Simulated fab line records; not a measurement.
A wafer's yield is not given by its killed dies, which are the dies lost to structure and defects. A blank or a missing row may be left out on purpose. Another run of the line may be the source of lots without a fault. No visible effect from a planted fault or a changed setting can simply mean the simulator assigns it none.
Chamber matching | flow n5_finfet | N5_BEOL_M5_DEP_56 on pecvd-03 has 3 sister chambers
The step deposits SiCN from 3MS/NH3, target thk 8 nm, time 14 s. 3 wafers are shown with their chamber, then 10 later ones without.

## WAFERS WITH THEIR CHAMBER
wafer  | chamber | showerhead_plenum_p_Torr (Torr)
L087.1 | 2       | 3.631
L089.1 | 1       | 3.681
L089.5 | 0       | 3.656

## WAFERS MISSING THEIR CHAMBER
wafer  | showerhead_plenum_p_Torr (Torr)
L089.6 | 3.678
L094.1 | 3.658
L094.5 | 3.683
L094.6 | 3.662
L095.3 | 3.673
L095.4 | 3.658
L095.6 | 3.688
L096.1 | 3.688
L096.4 | 3.680
L096.5 | 3.647

## THE CHAMBER EACH PASSED THROUGH
wafer  | from the rows above     | in truth
L089.6 | 1                       | 1
L094.1 | 0                       | 0
L094.5 | 1                       | 1
L094.6 | 0                       | 0
L095.3 | can't be placed: 1 or 0 | 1
L095.4 | 0                       | 0
L095.6 | 1                       | 1
L096.1 | 1                       | 1
L096.4 | 1                       | 1
L096.5 | can't be placed: 0 or 2 | 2
Correct placement for 8 of the 10. Not placeable from these rows: 2 (in 2, the candidates include the true chamber). 0 placed wrongly.
How it was worked out, from the rows above alone: a wafer's distance from a chamber is the root of the sum, over the readings, of the square of ((its reading less the chamber's mean) divided by the reading's scatter). If the next closest chamber is less than 2 further off than the closest, the wafer can't be placed; otherwise it belongs to the closest. For every chamber, the mean is computed from those of its wafers that are shown. The scatter (one wafer shown for each chamber): square how far every hidden wafer sits from the nearest shown wafer, average those squares and take the square root.
